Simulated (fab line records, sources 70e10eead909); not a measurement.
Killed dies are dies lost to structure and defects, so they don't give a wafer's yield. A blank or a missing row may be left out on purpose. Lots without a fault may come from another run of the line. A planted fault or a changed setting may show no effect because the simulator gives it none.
fab line records | flow nand_harc
record lots=11 wafers=33 last_day=32
route steps=1302 shown A_SLIT@940 A_WL_FILL@953 END@1302
lots that met no fault: from a run of the same line without faults
start_h: hours from the record's first day to the start of the lot's first wafer shown | wait_h: hours since the lot's step before | " the same as in the row above | L1.1+2: a row that stands for several wafers | - no value, or no start given | * or withheld: withheld | < > ~ a bound
route shown NAME@n: a module of which the file shows steps, and the number in the route of the first | usual: mean/standard deviation of fault-free wafers | same: alike in all rows | chamber/n: place in a boat | sites: the reading at each site | _std_site: their standard deviation | _edge_site: outer sites' mean less inner sites' | radius_mm: how far each site lies from the wafer's centre | mask NAME#n: copy n | behind: the tool/chamber that last shaped the wafer | hold: why the lot was held/for how many hours/how that ended | device: the transistor (n, p or np) that didn't switch | end of line: the same wafers' tests at the end of the route | a step without rows: its recipe alone | killed: dies lost to structure and defects at the first sort, not the wafer's yield | map: a wafer's dies, x killed, . not, _ none there
set.NAME: the setting as run; set.NAME@STEP: as run at that earlier step | model.NAME: the simulator's own value behind a step, which no gauge read
steps of the route over a sample of lots; a table a step, a row a wafer
services: from which hour (start_h, from the record's first day; less than 0 if before it) a tool's chamber was out of use, for how many hours, and why
## steps
# step NHARC_A_SLIT_ETCH_26
# recipe bias_v=400 source_w=2000 pressure_mtorr=25 time_s=90 ar_flow_sccm=375 c4f8_flow_sccm=41.7 o2_flow_sccm=83.3 target_depth_a=4000 chemistry=C4F8/O2/Ar
# usual bias_v=400/4.2 drypump_motor_current_A=6.38/0.21 showerhead_plenum_p_Torr=3.73/0.16 throttle_valve_pct=27.619/0.0085
# columns lot.wafer tool chamber start_h wait_h bias_v drypump_motor_current_A rf_hours_counter_h showerhead_plenum_p_Torr throttle_valve_pct
L853.3 har_etch-02 0 486.85 1.9 398 6.46 - 3.94 27.628
L853.4 " 1 " " 403 6.00 - 3.92 27.630
L853.5 " 1 " " 400 5.99 - 3.92 27.625
L857.1 har_etch-01 0 517.88 2.4 399 6.44 293 3.64 27.627
L857.4 " 0 " " 398 6.43 - 3.64 27.607
L857.6 " 1 " " 401 6.53 - 3.55 27.629
L858.2 har_etch-01 0 523.75 2.5 396 6.46 297 3.64 27.618
L858.3 " 1 " " 397 6.49 - 3.55 27.615
L858.4 " 0 " " 396 6.45 - 3.64 27.625
L866.3 har_etch-02 0 577.72 1.9 398 6.50 - 3.91 27.627
L866.4 " 1 " " 395 6.00 - 3.89 27.604
L866.6 " 0 " " 398 6.52 - 3.91 27.610
L868.3 har_etch-01 1 609.69 1.9 396 6.53 - 3.53 27.613
L868.5 " 1 " " 391 6.53 - 3.53 27.629
L868.6 " 0 " " 403 6.46 - 3.61 27.630
L867.1 har_etch-02 1 609.74 3.0 404 6.01 138 3.88 27.624
L867.6 " 1 " " 398 6.02 - 3.88 27.631
L867.5 " 0 " " 402 6.46 - 3.90 27.621
L869.2 har_etch-02 1 638.58 2.4 406 6.01 157 3.87 27.618
L869.3 " 0 " " 399 6.47 - 3.89 27.641
L869.4 " 1 " " 400 6.00 - 3.87 27.609
L870.4 har_etch-01 0 639.16 1.3 404 6.45 - 3.60 27.624
L870.5 " 1 " " 397 6.54 - 3.51 27.610
L870.6 " 0 " " 402 6.44 - 3.60 27.620
L872.2 har_etch-02 1 648.46 3.0 403 5.97 165 3.86 27.630
L872.1 " 0 " " 399 6.49 165 3.88 27.630
L872.4 " 1 " " 406 6.01 - 3.86 27.615
L871.2 har_etch-02 1 652.32 2.5 405 5.99 168 3.86 27.629
L871.4 " 1 " " 404 5.97 - 3.86 27.628
L871.5 " 0 " " 395 6.49 - 3.88 27.615
L873.2 har_etch-01 0 656.92 3.0 400 6.41 377 3.60 27.633
L873.1 " 1 " " 400 6.56 393 3.51 27.627
L873.3 " 0 " " 403 6.48 - 3.59 27.611
# step NHARC_A_WL_FILL_RTA_01
# recipe temp_c=1000 time_s=5
# usual lamp_power_pct=33.7/0.6 wafer_temp_C_max=1005.2/1.3
# columns lot.wafer tool chamber start_h wait_h lamp_power_pct wafer_temp_C_max
L853.3 rtp_anneal-02 0 495.12 - 34.4 1003.5
L853.4 " 0 " " 34.4 1003.2
L853.5 " 0 " " 34.4 1005.1
L857.1 rtp_anneal-01 0 526.11 - 33.2 1008.1
L857.4 " 0 " " 33.2 1006.3
L857.6 " 0 " " 33.1 1006.7
L858.2 rtp_anneal-02 0 532.24 - 34.4 1003.9
L858.3 " 0 " " 34.4 1005.6
L858.4 " 0 " " 34.4 1004.0
L866.3 rtp_anneal-01 0 586.07 - 33.2 1006.2
L866.4 " 0 " " 33.3 1006.1
L866.6 " 0 " " 33.2 1005.3
L867.1 rtp_anneal-01 0 618.00 - 33.2 1007.8
L867.5 " 0 " " 33.2 1008.3
L867.6 " 0 " " 33.2 1006.7
L868.3 rtp_anneal-02 0 618.07 - 34.3 1004.0
L868.5 " 0 " " 34.3 1004.3
L868.6 " 0 " " 34.4 1005.8
L869.2 rtp_anneal-01 0 646.94 - 33.2 1008.0
L869.3 " 0 " " 33.1 1006.3
L869.4 " 0 " " 33.1 1007.2
L870.4 rtp_anneal-02 0 647.00 - 34.4 1004.2
L870.5 " 0 " " 34.4 1004.4
L870.6 " 0 " " 34.4 1004.1
L872.1 rtp_anneal-01 0 656.87 - 33.2 1005.7
L872.2 " 0 " " 33.2 1005.1
L872.4 " 0 " " 33.2 1006.8
L871.2 rtp_anneal-02 0 660.73 - 34.4 1003.0
L871.4 " 0 " " 34.4 1005.3
L871.5 " 0 " " 34.4 1004.8
L873.1 rtp_anneal-02 0 667.24 - 34.3 1004.8
L873.2 " 0 " " 34.5 1003.3
L873.3 " 0 " " 34.3 1004.6
# step NHARC_A_WL_FILL_ALD_10
# recipe target_thk_a=500 pulse_time_s=10 ald_cycles=500 temp_c=300 material=SiO2
# usual heater_power_w=452/46 precursor_pulse_height_rel=0.998/0.021 susceptor_temp_C=300.03/0.17
# columns lot.wafer tool chamber start_h wait_h heater_power_w precursor_pulse_height_rel since_wet_clean_h susceptor_temp_C
L853.3 ald_hk-02 0 503.27 1.1 462 0.994 168 299.93
L853.4 " 1 " " 486 0.994 168 300.11
L853.5 " 2 " " 468 1.056 - 299.98
L857.1 ald_hk-04 1 533.28 0.6 413 0.983 112 299.83
L857.4 " 3 534.31 1.6 439 1.006 113 300.03
L857.6 " 0 " " 426 1.017 - 300.04
L858.3 ald_hk-04 3 539.00 0.1 424 1.013 117 300.12
L858.4 " 0 " " 427 1.005 118 300.14
L858.2 " 1 " " 427 1.027 118 300.31
L866.4 ald_hk-03 2 593.72 1.1 557 0.990 38 299.97
L866.3 " 3 " " 385 1.007 39 300.03
L866.6 " 1 595.27 2.6 481 1.005 - 300.21
L867.1 ald_hk-02 0 624.56 0.3 470 0.978 110 300.08
L867.5 " 0 626.65 2.4 483 0.995 - 300.15
L867.6 " 1 " " 439 0.998 - 300.10
L868.3 ald_hk-04 0 625.90 1.6 422 0.988 25 300.04
L868.6 " 2 626.94 2.7 413 1.003 - 300.05
L868.5 " 3 " " 436 1.013 - 300.09
L869.3 ald_hk-02 3 653.72 0.6 512 0.995 139 299.78
L869.2 " 0 " " 462 0.965 140 299.95
L869.4 " 1 " " 439 0.986 140 300.07
L870.4 ald_hk-04 3 653.73 0.6 428 1.012 53 299.80
L870.5 " 2 655.29 2.1 407 0.982 - 299.93
L870.6 " 3 " " 437 0.994 - 299.99
L871.2 ald_hk-04 2 665.55 1.0 407 0.984 65 300.10
L871.4 " 3 " " 427 1.006 65 300.27
L871.5 " 3 668.17 3.6 432 0.997 - 299.86
L872.4 ald_hk-03 3 667.10 2.5 381 0.986 112 300.09
L872.1 " 0 " " 440 0.967 112 300.34
L872.2 " 1 " " 471 1.003 113 299.89
L873.3 ald_hk-02 3 674.94 0.0 515 0.994 161 299.88
L873.2 " 1 675.96 1.1 425 1.023 162 300.15
L873.1 " 2 " " 460 0.981 162 300.10
# step NHARC_A_WL_FILL_CMP_12
# recipe t_overpolish_s=30 target_thk_nm=100
# usual edge_zone_pressure_frac=1.000/0.0047 motor_current_A=11.6/0.92 overpolish_run_s=29.998/0.0087 t_overpolish_s=30/0 time_to_endpoint_s=20.1/2.3
# columns lot.wafer tool chamber start_h wait_h edge_zone_pressure_frac motor_current_A overpolish_run_s t_overpolish_s time_to_endpoint_s
L853.4 cmp-02 3 513.01 0.2 1.000 10.8 29.999 30 22.0
L853.3 " 0 " " 0.999 12.6 29.999 30 20.1
L853.5 " 2 " " 0.995 11.4 29.987 30 23.5
L857.1 cmp-03 1 543.52 0.2 - - - - -
L857.4 " 3 " " - - - - -
L857.6 " 0 " " - - - - -
L858.3 cmp-03 3 549.68 0.1 - - - - -
L858.4 " 0 " " - - - - -
L858.2 " 1 " " - - - - -
L866.4 cmp-03 0 603.39 0.2 0.999 11.5 29.996 30 21.9
L866.3 " 1 " " 0.996 11.1 30.009 30 21.7
L866.6 " 3 " " 1.014 11.3 29.993 30 18.7
L867.1 cmp-02 1 635.28 0.2 1.000 10.2 30.002 30 19.5
L867.5 " 1 " " 0.995 10.2 30.009 30 20.5
L867.6 " 2 " " 0.992 11.1 29.998 30 19.7
L868.3 cmp-01 1 635.33 0.1 1.000 11.1 30.008 30 19.0
L868.6 " 3 " " 0.999 13.9 29.993 30 21.7
L868.5 " 0 " " 1.004 11.1 30.004 30 23.6
L870.4 cmp-03 1 663.79 0.1 0.998 11.7 29.987 30 20.6
L870.5 " 0 " " 1.003 11.6 29.987 30 20.8
L870.6 " 1 " " 0.994 11.1 30.007 30 23.3
L869.2 cmp-01 1 663.90 0.2 0.997 11.6 30.013 30 19.7
L869.4 " 2 " " 1.004 10.4 30.001 30 20.2
L869.3 " 0 " " 1.003 11.6 30.001 30 21.0
L872.4 cmp-02 3 676.85 0.1 0.990 10.5 30.000 30 19.5
L872.2 " 0 " " 1.005 13.2 29.990 30 16.3
L872.1 " 1 " " 0.999 10.2 30.010 30 17.6
L871.2 cmp-01 3 677.00 0.3 1.010 13.1 30.007 30 25.1
L871.4 " 0 " " 1.006 11.7 29.988 30 22.7
L871.5 " 1 " " 1.002 11.4 29.998 30 22.8
L873.3 cmp-01 1 685.54 0.1 0.997 10.4 29.985 30 20.7
L873.1 " 2 " " 1.005 11.0 29.996 30 21.8
L873.2 " 0 " " 0.998 11.3 29.996 30 22.1
# step NHARC_A_WL_FILL_INSPECT_15
# usual raw_defect_count=479/130
# columns lot.wafer tool chamber start_h wait_h raw_defect_count
L853.3 defect_inspect-02 - 513.45 0.0 620
L853.4 " - " " 568
L853.5 " - " " 745
L857.1 defect_inspect-01 - 543.96 0.0 2692
L857.4 " - " " 2672
L857.6 " - " " 2470
L858.2 defect_inspect-01 - 550.18 0.0 2465
L858.3 " - " " 2452
L858.4 " - " " 2450
L866.3 defect_inspect-02 - 603.81 0.0 337
L866.4 " - " " 310
L866.6 " - " " 376
L867.1 defect_inspect-01 - 635.75 0.0 584
L867.5 " - " " 329
L867.6 " - " " 509
L868.3 defect_inspect-02 - 635.77 0.0 400
L868.5 " - " " 364
L868.6 " - " " 367
L870.4 defect_inspect-02 - 664.23 0.0 442
L870.5 " - " " 641
L870.6 " - " " 612
L869.2 defect_inspect-01 - 664.39 0.0 405
L869.3 " - " " 360
L869.4 " - " " 399
L872.1 defect_inspect-02 - 677.29 0.0 378
L872.2 " - " " 480
L872.4 " - " " 538
L871.2 defect_inspect-01 - 677.46 0.0 568
L871.4 " - " " 509
L871.5 " - " " 424
L873.1 defect_inspect-01 - 686.03 0.0 644
L873.2 " - " " 480
L873.3 " - " " 752
# step NHARC_END_SORT_01
# recipe temp_c=25
# usual killed_at_array=62/18 killed_at_other=0.9/1.2 killed_at_periphery=4.2/2.9 killed_dies=67/17 killed_open=3.6/1.9 killed_short=2.5/1.6
# same gross_dies=677
# columns lot.wafer tool chamber start_h wait_h killed_at_array killed_at_other killed_at_periphery killed_dies killed_open killed_short
L857.1 prober-02 0 624.80 2.5 673 0 4 677 2 2
L857.4 prober-02 0 627.22 3.4 676 0 1 677 3 0
L857.6 prober-02 0 628.83 4.0 673 0 4 677 6 4
L858.2 prober-01 0 627.45 2.8 673 2 2 677 2 3
L858.3 prober-01 0 628.25 3.1 674 2 1 677 2 3
L858.4 prober-01 0 629.05 3.4 671 4 2 677 3 4
# killed by level:class
L857.1 A_WL_FILL:area_cmp=593 A_CHANNEL_HOLE_D1:chamber_film_flake=28 A_SLIT:chamber_film_flake=24 A_CHANNEL_HOLE_D2:chamber_film_flake=15 A_WL_FILL:chamber_film_flake=3 A_WL_FILL:geometric_particle:short=2 P_STI:chamber_film_flake=2 P_GATE:chamber_film_flake=2
L857.4 A_WL_FILL:area_cmp=583 A_CHANNEL_HOLE_D1:chamber_film_flake=39 A_SLIT:chamber_film_flake=28 A_CHANNEL_HOLE_D2:chamber_film_flake=13 A_CHANNEL_FILL_D1:chamber_film_flake=3 A_WL_FILL:chamber_film_flake=3 A_M1:chamber_film_flake=2 A_SOURCE_PLATE:geometric_particle:open=1
L858.2 A_WL_FILL:area_cmp=612 A_SLIT:chamber_film_flake=22 A_CONTACT:chamber_film_flake=18 A_CHANNEL_HOLE_D2:chamber_film_flake=12 A_CHANNEL_HOLE_D1:chamber_film_flake=3 THIN_TSV:chamber_film_flake=2 P_CONTACT:geometric_particle:short=1 P_M0:geometric_particle:open=1
L858.3 A_WL_FILL:area_cmp=617 A_SLIT:chamber_film_flake=30 A_CONTACT:chamber_film_flake=10 A_CHANNEL_HOLE_D1:chamber_film_flake=7 A_CHANNEL_HOLE_D2:chamber_film_flake=4 A_ONON_D1:geometric_particle:short=2 THIN_TSV:chamber_film_flake=2 A_CHANNEL_HOLE_D1:geometric_particle:short=1
L857.6 A_WL_FILL:area_cmp=584 A_SLIT:chamber_film_flake=31 A_CHANNEL_HOLE_D1:chamber_film_flake=29 A_CHANNEL_HOLE_D2:chamber_film_flake=13 A_M1:chamber_film_flake=5 A_CHANNEL_FILL_D1:geometric_particle:short=2 P_CONTACT:geometric_particle:open=1 P_M0:geometric_particle:open=1
L858.4 A_WL_FILL:area_cmp=619 A_SLIT:chamber_film_flake=19 A_CHANNEL_HOLE_D2:chamber_film_flake=9 A_CONTACT:chamber_film_flake=9 A_CHANNEL_HOLE_D1:chamber_film_flake=6 THIN_TSV:chamber_film_flake=4 A_CHANNEL_FILL_D2:geometric_particle:open=2 A_STAIRCASE:chamber_film_flake=2
## services
# columns tool chamber start_h hours kind
cmp-01 - 473.57 0.5 repair
cmp-02 - 478.25 0.3 repair
cmp-02 - 482.53 2.2 repair
cmp-01 - 485.49 0.5 repair
cmp-02 - 488.43 1.5 repair
cmp-03 - 489.26 3.4 repair
cmp-01 - 494.39 0.8 repair
har_etch-01 0 494.76 - consumable_replace:esc
har_etch-01 0 494.76 17.0 scheduled_down
cmp-02 - 502.58 4.0 pm
ald_hk-03 - 507.47 0.4 repair
cmp-03 - 509.84 0.6 repair
cmp-03 - 530.14 4.0 pm
cmp-01 - 553.50 4.0 pm
cmp-01 - 574.16 0.3 repair
cmp-01 - 594.14 0.4 repair
cmp-02 - 600.58 4.0 pm
cmp-03 - 616.19 5.9 repair
cmp-01 - 618.33 0.4 repair
cmp-03 - 628.20 4.0 pm
cmp-01 - 651.50 4.0 pm
cmp-02 - 666.94 0.3 repair
cmp-01 - 669.99 0.5 repair
ald_hk-02 - 683.34 10.0 pm
## key
first_sign step=NHARC_A_WL_FILL_CMP_12 reading=tool_record direction=missing
effect step=NHARC_A_WL_FILL_INSPECT_15 reading=raw_defect_count direction=up sigmas=16 usual=479 struck=2534
effect step=NHARC_END_SORT_01 reading=killed_dies direction=up sigmas=35 usual=67 struck=677
more_kills_born_at NHARC_A_WL_FILL_CMP_12@cmp-03=3608
met_at NHARC_A_WL_FILL_CMP_12
struck_lots L857,L858
later_rows_left_out L857.1,L857.4,L857.6,L858.2,L858.3,L858.4
tester_left_out L857,L858
not_acting_at NHARC_A_SLIT_ETCH_26,NHARC_A_WL_FILL_RTA_01,NHARC_A_WL_FILL_ALD_10
fault kind=skipped_step_whole tool=cmp-03 chamber=- onset_h=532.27 steps=NHARC_A_WL_FILL_CMP_12 scope=struck_lots_only
# tester_left_out: of these lots the tester's yield and bins aren't shown, on N5 and GAA mostly nor the transistor test; their killed dies are dies lost to structure and defects alone, not to doping, threshold or leakage, so they don't give the yield
# later_rows_left_out: the simulator's readings of these wafers behind a module that went badly wrong aren't trusted and aren't shown, but for the sort
